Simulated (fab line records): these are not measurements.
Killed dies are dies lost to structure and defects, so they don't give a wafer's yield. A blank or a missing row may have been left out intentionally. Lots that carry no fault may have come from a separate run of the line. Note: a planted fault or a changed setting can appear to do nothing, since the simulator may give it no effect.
Matching of chambers || flow n5 finfet || 4 sister chambers for N5_BEOL_M10_ETCH_62 on rie diel-05
The step etches SOC in N2/H2, target depth 110 nm, overetch 22 nm, time 165 s. 16 wafers are shown with their chamber, then 8 later ones without.

WAFERS WITH THEIR CHAMBER
{"wafer": "L074.1", "chamber": 1, "drypump motor current A (A)": 5.4, "showerhead plenum p Torr (Torr)": 2.72, "oes product au (a.u.)": 0.78}
{"wafer": "L074.3", "chamber": 3, "drypump motor current A (A)": 6.7, "showerhead plenum p Torr (Torr)": 2.62, "oes product au (a.u.)": 0.59}
{"wafer": "L074.5", "chamber": 0, "drypump motor current A (A)": 6.3, "showerhead plenum p Torr (Torr)": 2.60, "oes product au (a.u.)": 0.74}
{"wafer": "L075.2", "chamber": 0, "drypump motor current A (A)": 6.3, "showerhead plenum p Torr (Torr)": 2.60, "oes product au (a.u.)": 0.74}
{"wafer": "L075.4", "chamber": 0, "drypump motor current A (A)": 6.3, "showerhead plenum p Torr (Torr)": 2.60, "oes product au (a.u.)": 0.74}
{"wafer": "L075.5", "chamber": 3, "drypump motor current A (A)": 6.6, "showerhead plenum p Torr (Torr)": 2.62, "oes product au (a.u.)": 0.58}
{"wafer": "L080.3", "chamber": 2, "drypump motor current A (A)": 5.8, "showerhead plenum p Torr (Torr)": 2.60, "oes product au (a.u.)": 0.81}
{"wafer": "L080.4", "chamber": 3, "drypump motor current A (A)": 6.6, "showerhead plenum p Torr (Torr)": 2.61, "oes product au (a.u.)": 0.58}
{"wafer": "L080.5", "chamber": 0, "drypump motor current A (A)": 6.3, "showerhead plenum p Torr (Torr)": 2.59, "oes product au (a.u.)": 0.73}
{"wafer": "L083.2", "chamber": 0, "drypump motor current A (A)": 6.3, "showerhead plenum p Torr (Torr)": 2.59, "oes product au (a.u.)": 0.71}
{"wafer": "L083.3", "chamber": 3, "drypump motor current A (A)": 6.6, "showerhead plenum p Torr (Torr)": 2.60, "oes product au (a.u.)": 0.57}
{"wafer": "L083.4", "chamber": 1, "drypump motor current A (A)": 5.4, "showerhead plenum p Torr (Torr)": 2.71, "oes product au (a.u.)": 0.72}
{"wafer": "L087.2", "chamber": 1, "drypump motor current A (A)": 5.4, "showerhead plenum p Torr (Torr)": 2.70, "oes product au (a.u.)": 0.71}
{"wafer": "L087.4", "chamber": 3, "drypump motor current A (A)": 6.6, "showerhead plenum p Torr (Torr)": 2.60, "oes product au (a.u.)": 0.57}
{"wafer": "L087.6", "chamber": 1, "drypump motor current A (A)": 5.4, "showerhead plenum p Torr (Torr)": 2.70, "oes product au (a.u.)": 0.71}
{"wafer": "L097.3", "chamber": 0, "drypump motor current A (A)": 6.3, "showerhead plenum p Torr (Torr)": 2.58, "oes product au (a.u.)": 0.70}

SIGNATURES (averages over the wafers above)
{"reading": "drypump motor current A", "chamber 0": 6.300, "chamber 1": 5.400, "chamber 2": 5.800, "chamber 3": 6.620, "scatter within a chamber": 0.0258}
{"reading": "showerhead plenum p Torr", "chamber 0": 2.5933, "chamber 1": 2.7075, "chamber 2": 2.6000, "chamber 3": 2.6100, "scatter within a chamber": 0.00917}
{"reading": "oes product au", "chamber 0": 0.7267, "chamber 1": 0.7300, "chamber 2": 0.8100, "chamber 3": 0.5780, "scatter within a chamber": 0.0208}
Rule: for a wafer and a chamber, the distance is found by dividing, reading by reading, the gap between the wafer's reading and the chamber's mean by the reading's scatter, squaring, summing and taking the root. The wafer belongs to the nearest chamber; if the next one is less than 2 further off, it can't be placed. The scatter: the root of (the sum of the squares of (reading less its chamber's mean) over the shown wafers, divided by (wafers less chambers)).

WAFERS MISSING THEIR CHAMBER
{"wafer": "L097.4", "drypump motor current A (A)": 5.4, "showerhead plenum p Torr (Torr)": 2.70, "oes product au (a.u.)": 0.69}
{"wafer": "L097.5", "drypump motor current A (A)": 6.6, "showerhead plenum p Torr (Torr)": 2.60, "oes product au (a.u.)": 0.83}
{"wafer": "L082.1", "drypump motor current A (A)": 6.6, "showerhead plenum p Torr (Torr)": 2.60, "oes product au (a.u.)": 0.79}
{"wafer": "L082.3", "drypump motor current A (A)": 5.8, "showerhead plenum p Torr (Torr)": 2.58, "oes product au (a.u.)": 0.72}
{"wafer": "L082.6", "drypump motor current A (A)": 6.3, "showerhead plenum p Torr (Torr)": 2.58, "oes product au (a.u.)": 0.68}
{"wafer": "L096.3", "drypump motor current A (A)": 5.8, "showerhead plenum p Torr (Torr)": 2.58, "oes product au (a.u.)": 0.73}
{"wafer": "L096.4", "drypump motor current A (A)": 6.3, "showerhead plenum p Torr (Torr)": 2.58, "oes product au (a.u.)": 0.68}
{"wafer": "L096.6", "drypump motor current A (A)": 5.8, "showerhead plenum p Torr (Torr)": 2.58, "oes product au (a.u.)": 0.73}

WHICH CHAMBER EACH WENT THROUGH
{"wafer": "L097.4", "from the rows above": 1, "in truth": 1}
{"wafer": "L097.5", "from the rows above": "can't be placed: 3 or 0", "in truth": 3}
{"wafer": "L082.1", "from the rows above": "can't be placed: 3 or 0", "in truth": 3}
{"wafer": "L082.3", "from the rows above": 2, "in truth": 2}
{"wafer": "L082.6", "from the rows above": 0, "in truth": 0}
{"wafer": "L096.3", "from the rows above": 2, "in truth": 2}
{"wafer": "L096.4", "from the rows above": 0, "in truth": 0}
{"wafer": "L096.6", "from the rows above": 2, "in truth": 2}
Placed correctly: 6 of 8. Not placeable from these rows: 2 (in 2, the candidates include the true chamber). 0 placed wrongly.
